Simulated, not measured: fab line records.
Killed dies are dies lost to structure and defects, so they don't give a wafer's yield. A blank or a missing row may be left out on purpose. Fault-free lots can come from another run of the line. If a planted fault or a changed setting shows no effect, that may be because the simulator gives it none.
A lot that was struck, set against a sound lot ; flow n5 finfet ; 16 steps out of a route of 1938
Sound: these wafers, L573.1, L573.5, L573.6. Wafers L568.3, L568.4, L568.5 were the ones struck. The cause is named last.
At each step with rows: each side's tool, then ch and its chambers, then its first start. Under that, the readings that differ: sound wafers ; struck wafers ; difference of the means ; sigmas: that difference in standard deviations of wafers without a fault.
alike: readings whose means differ by less than 2 such deviations, and words and numbers that are the same on both sides. not compared: withheld readings, readings that some wafer has no value for, bounds like >300 that may hide the same value, and numbers for which the record gives no deviation and whose values overlap.
Wherever a step has rows on one side only, a row that says differs or no value, or a row with sigmas, the two part there. Numbers that have no deviation but don't overlap get no sigmas and don't part them. A reading missing from all wafers of one side parts the sides only when that side holds two or more wafers.

first, 8 steps without rows for these wafers: N5_ZERO_LAYER_HMDS_04 (time 60 s); N5_ZERO_LAYER_COAT_05 (resist thk 1000 nm); N5_ZERO_LAYER_EBR_07; N5_ZERO_LAYER_SOFTBAKE_06 (time 90 s); N5_ZERO_LAYER_EXPOSE_08 (exposes mask ZERO, defocus 0 nm, target cd 2000 nm); N5_ZERO_LAYER_PEB_09; N5_ZERO_LAYER_DEVELOP_10 (develop time 60 s); N5_ZERO_LAYER_HARDBAKE_23 (time 120 s).
N5_ZERO_LAYER_CD_MEAS_11: target cd 2000 nm.
  sound on cd sem-02 ch 0, day 6 06:40; struck on cd sem-03 ch 0, day 5 00:47
  alike: cd nm
N5_ZERO_LAYER_DESCUM_16: chemistry O2, time 7.9 s.
  sound on rie diel-05 ch 0,1, day 6 06:42; struck on rie diel-06 ch 0,1, day 5 00:55
  alike: drypump motor current A, oes product au, rf vpp V, showerhead plenum p Torr, throttle valve pct
  not compared: rf hours counter h
N5_ZERO_LAYER_ETCH_17: etches SiO2 in CF4, target depth 12 nm, time 13.3 s.
  sound on rie diel-05 ch 0,1, day 6 06:44; struck on rie diel-06 ch 0,1, day 5 00:58
  alike: drypump motor current A, oes product au, rf vpp V, showerhead plenum p Torr, throttle valve pct
  not compared: rf hours counter h
N5_ZERO_LAYER_ETCH_18: etches Si in HBr/Cl2, target depth 120 nm, time 40 s.
  sound on rie si-01 ch 0,1, day 6 06:48; struck on rie si-01 ch 0,1, day 5 01:02
  alike: drypump motor current A, oes product au, throttle valve pct
  not compared: rf hours counter h
N5_ZERO_LAYER_STRIP_24: strips in O2.
  sound on plasma asher-01 ch 0,1, day 6 06:55; struck on plasma asher-02 ch 0,1, day 5 01:09
  no value came back on the struck wafers for any of 5 readings (chamber pressure mTorr (mTorr), drypump motor current A (A) and others); on the sound wafers chamber pressure mTorr (mTorr) reads 1000.9 1000.8 998.9
reading;sound;struck;difference;sigmas
model.coat_of_ZERO_LAYER_COAT_05.thk nm (nm);0 0 0;927.6 925.2 927.8;+926.9;
  not compared: rf hours counter h
then, 1 step without rows for these wafers: N5_ZERO_LAYER_STRIP_19 (strips in SPM, time 900 s).
-- the record jumps here: 6 days lie between the struck wafers' starts before and after (it left off in module ZERO_LAYER and takes up again in module BEOL_M4, whose first step shown is number 1111 of the route) --
N5_BEOL_M4_RC_MEAS_101:
  sound on prober-02 ch 0, day 12 07:05; struck on prober-01 ch 0, day 11 06:44
  alike: DIBL_N, DIBL_P, IOFF_N, IOFF_P, ION_N, ION_P, SS_N, SS_P, VT_N, VT_P
-- the record jumps here: 4 days lie between the struck wafers' starts before and after (it left off in module BEOL_M4 and takes up again in module PASSIVATION, whose first step shown is number 1936 of the route) --
N5_PASSIVATION_PROBE_49:
  record: rows for the struck wafers here (prober-02, day 15 12:08), none for the sound ones

== WHERE THEY PART ==
First at N5_ZERO_LAYER_STRIP_24; last, within this record, at N5_PASSIVATION_PROBE_49.

WHY: the cause the simulator had injected
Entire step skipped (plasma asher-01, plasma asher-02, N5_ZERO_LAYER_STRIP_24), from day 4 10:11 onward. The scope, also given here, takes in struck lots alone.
